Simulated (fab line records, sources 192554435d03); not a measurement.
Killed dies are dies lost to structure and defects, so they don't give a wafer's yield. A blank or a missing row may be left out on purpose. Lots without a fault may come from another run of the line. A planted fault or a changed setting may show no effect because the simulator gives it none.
A struck lot beside a sound one | flow n5_finfet | 16 steps out of a route of 1938
Sound: wafers L378.2, L378.3, L378.5. Struck: wafers L385.4, L385.5, L385.6. The cause comes at the end.
At each step with rows: each side's tool, then ch and its chambers, then its first start. Under that, the readings that differ: sound wafers | struck wafers | difference of the means | sigmas: that difference in standard deviations of wafers without a fault.
alike: readings whose means differ by less than 2 such deviations, and words and numbers that are the same on both sides. not compared: withheld readings, readings that some wafer has no value for, bounds like >300 that may hide the same value, and numbers for which the record gives no deviation and whose values overlap.
The two part at a step that has a row with sigmas, a row that says differs or no value, or rows on one side only. Numbers that don't overlap but have no deviation are shown without sigmas and don't part them. A reading that every wafer of one side lacks parts them only if that side has two wafers or more.

first, 1 step without rows for these wafers: N5_BEOL_M4_SRD_43 (time 30 s).
N5_BEOL_M4_CD_MEAS_35: target cd 18 nm, target cd y 22.4 nm.
  sound on cd_sem-03, day 8 19:44; struck on cd_sem-03, day 10 16:48
  alike: cd_nm
N5_BEOL_M4_DEGAS_44: time 60 s.
  sound on pvd_sputter-02, day 8 20:08; struck on pvd_sputter-01, day 10 16:52
  alike: heater_power_w
then, 1 step without rows for these wafers: N5_BEOL_M4_PRE_CLEAN_45 (time 30 s).
N5_BEOL_M4_ALD_84: deposits TaN, pulse time 2 s, purge time 3 s, co reactant purge time 2 s.
  sound on ald_metal-01 ch 0,1,3, day 8 20:15; struck on ald_metal-02 ch 1,2,3, day 10 16:58
  alike: heater_power_w, mfc_carrier_sccm
then, 2 steps without rows for these wafers: N5_BEOL_M4_SURFACE_TREAT_85; N5_BEOL_M4_CVD_47 (deposits Co from CCTBA/H2, target thk 3 nm, time 223.8 s).
N5_BEOL_M4_SPUTTER_48: material Cu, target thk 4.5 nm, time 8.29 s.
  sound on pvd_sputter-02, day 8 21:01; struck on pvd_sputter-02, day 10 18:28
  alike: throttle_valve_pct
N5_BEOL_M4_ANNEAL_49: time 240 s.
  sound on pvd_sputter-02, day 8 21:05; struck on pvd_sputter-02, day 10 18:33
  alike: heater_power_w, susceptor_temp_C
then, 3 steps without rows for these wafers: N5_BEOL_M4_SPUTTER_79 (material Cu, target thk 4.5 nm, time 8.29 s); N5_BEOL_M4_ANNEAL_80 (time 240 s); N5_BEOL_M4_SPUTTER_81 (material Cu, target thk 4.5 nm, time 8.29 s).
N5_BEOL_M4_ANNEAL_82: time 240 s.
  sound on pvd_sputter-02, day 8 21:32; struck on pvd_sputter-02, day 10 18:59
  no value came back on the struck wafers for heater_power_w (W), susceptor_temp_C (C); on the sound wafers heater_power_w (W) reads 766 866 751
N5_BEOL_M4_SPUTTER_86: material Cu, target thk 4.5 nm, time 8.29 s.
  sound on pvd_sputter-02, day 8 21:40; struck on pvd_sputter-02, day 10 19:08
  alike: throttle_valve_pct
N5_BEOL_M4_RC_MEAS_101:
  sound on prober-02 ch 0, day 9 00:02; struck on prober-01 ch 0, day 10 21:52
  alike: DIBL_N, DIBL_P, IOFF_N, IOFF_P, ION_N, ION_P, SS_N, SS_P, VT_N, VT_P
-- the record jumps here: 4 days lie between the struck wafers' starts before and after (it left off in module BEOL_M4 and takes up again in module PASSIVATION, whose first step shown is number 1936 of the route) --
N5_PASSIVATION_PROBE_49:
  sound on prober-01, day 13 11:00; struck on prober-01, day 15 04:52
  alike: defect_limited_yield, killed_at_M0_to_M3, killed_at_M4_up, killed_at_contacts, killed_at_front_end, killed_at_other, killed_dies, killed_open, killed_short, sort_bin_5_function, sort_bin_6_memory, sort_bin_8_speed, sort_n_pass, sort_yield_pct

WHERE THEY PART
Only at N5_BEOL_M4_ANNEAL_82, within this record. Later steps at which nothing parts them and some readings are alike: N5_BEOL_M4_SPUTTER_86, N5_BEOL_M4_RC_MEAS_101, N5_PASSIVATION_PROBE_49.

WHY: what the simulator had put in
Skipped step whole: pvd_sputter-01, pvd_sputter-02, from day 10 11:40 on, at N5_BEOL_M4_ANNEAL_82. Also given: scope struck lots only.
